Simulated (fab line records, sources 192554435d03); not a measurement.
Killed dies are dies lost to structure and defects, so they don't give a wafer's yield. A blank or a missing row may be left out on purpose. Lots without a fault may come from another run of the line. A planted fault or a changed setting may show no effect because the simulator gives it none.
A struck lot beside a sound one | flow n5_finfet | 35 steps out of a route of 1938
Sound: wafers L886.1, L886.4, L886.6. Struck: wafer L885.1. (L885.2, L885.4 of the same lot were not struck and are left out.) The cause comes at the end.
At each step with rows: each side's tool, then ch and its chambers, then its first start. Under that, the readings that differ: sound wafers | struck wafers | difference of the means | sigmas: that difference in standard deviations of wafers without a fault.
alike: readings whose means differ by less than 2 such deviations, and words and numbers that are the same on both sides. not compared: withheld readings, readings that some wafer has no value for, bounds like >300 that may hide the same value, and numbers for which the record gives no deviation and whose values overlap.
The two part at a step that has a row with sigmas, a row that says differs or no value, or rows on one side only. Numbers that don't overlap but have no deviation are shown without sigmas and don't part them. A reading that every wafer of one side lacks parts them only if that side has two wafers or more.

first, 11 steps without rows for these wafers: N5_MOL_CONTACT_COAG_STRIP_68 (strips in N2/H2); N5_MOL_CONTACT_COAG_STRIP_69 (strips in N2/H2); N5_MOL_CONTACT_COAG_ETCHBACK_136 (etches SiO2 in CHF3, target depth 25 nm, time 16.7 s); N5_MOL_CONTACT_COAG_STRIP_120 (strips in CHF3); N5_MOL_CONTACT_COAG_VIA_ETCH_117 (etches SiO2 in C4F6/O2, target depth 40 nm, overetch 8 nm, time 26 s); N5_MOL_CONTACT_COAG_ETCH_124 (etches SiNx in CH3F/O2, stops on SiOC, target depth 6.5 nm); N5_MOL_CONTACT_COAG_ETCH_48 (etches SiOC in C4F6/O2, target depth 15 nm, overetch 4.5 nm, time 17 s); N5_MOL_CONTACT_COAG_STRIP_72 (strips in N2/H2); N5_MOL_CONTACT_COAG_STRIP_49 (strips in N2/H2, time 30 s); N5_MOL_CONTACT_COAG_PRECLEAN_138 (cleans in alkaline clean, time 60 s); N5_MOL_CONTACT_COAG_SRD_139 (time 30 s).
N5_MOL_CONTACT_COAG_PRE_CLEAN_121:
  sound on cvd_w-02 ch 0, day 8 11:25; struck on cvd_w-01 ch 0,1, day 8 07:20
then, 22 steps without rows for these wafers: N5_MOL_CONTACT_COAG_CVD_140 (deposits W, target thk 66.5 nm, time 215 s); N5_MOL_CONTACT_COAG_PRECLEAN_127 (cleans in DIW, time 57.5 s); N5_MOL_CONTACT_COAG_SRD_128 (dry time 32 s); N5_MOL_CONTACT_COAG_CMP_52 (polishes, stops on SiO2, t overpolish 1.5 s, target thk 66.5 nm); N5_MOL_CONTACT_COAG_ANNEAL_112 (time 1800 s); N5_BEOL_M0_SAQP_PECVD_00 (deposits SiCN from 3MS/NH3, target thk 8 nm, time 14 s); N5_BEOL_M0_SAQP_ILD_DEP_01 (deposits SiOC from DEMS/O2, target thk 45.419 nm, time 8.7 s); N5_BEOL_M0_SAQP_HM_DEP_02 (deposits TiN, target thk 12 nm); N5_BEOL_M0_SAQP_PECVD_03 (deposits SiCN from 3MS/NH3, target thk 12 nm, time 21.1 s); N5_BEOL_M0_SAQP_PECVD_96 (deposits a-Si from SiH4/He, target thk 45 nm, time 45.2 s); N5_BEOL_M0_SAQP_PECVD_97 (deposits SiNx from SiH4/NH3/N2, target thk 23 nm, time 19.9 s); N5_BEOL_M0_SAQP_PECVD_04 (deposits a-Si from SiH4/He, target thk 60 nm, time 60.2 s); N5_BEOL_M0_SAQP_HM_DEP_111 (deposits SiO2 from SiH4/N2O, target thk 12 nm, time 7.2 s); N5_BEOL_M0_SAQP_COAT_81 (time 60 s, resist thk 100 nm); N5_BEOL_M0_SAQP_COAT_82 (time 60 s, resist thk 30 nm); N5_BEOL_M0_SAQP_COAT_08 (resist thk 90 nm); N5_BEOL_M0_SAQP_EBR_10; N5_BEOL_M0_SAQP_SOFTBAKE_09 (time 60 s); N5_BEOL_M0_SAQP_EXPOSE_11 (exposes mask M0 CORE, target cd 42 nm); N5_BEOL_M0_SAQP_PEB_12 (peb time 60 s); N5_BEOL_M0_SAQP_DEVELOP_13 (develop time 30 s); N5_BEOL_M0_SAQP_DESCUM_19 (chemistry O2, time 7.9 s).
-- the record jumps here: 7 days lie between the struck wafers' starts before and after (it left off in module BEOL_M0_SAQP and takes up again in module PASSIVATION, whose first step shown is number 1936 of the route) --
N5_PASSIVATION_PROBE_49:
  the record has rows for the struck wafers here (prober-02, day 15 09:44) and none for the sound ones

WHERE THEY PART
Only at N5_PASSIVATION_PROBE_49, within this record.

WHY: what the simulator had put in
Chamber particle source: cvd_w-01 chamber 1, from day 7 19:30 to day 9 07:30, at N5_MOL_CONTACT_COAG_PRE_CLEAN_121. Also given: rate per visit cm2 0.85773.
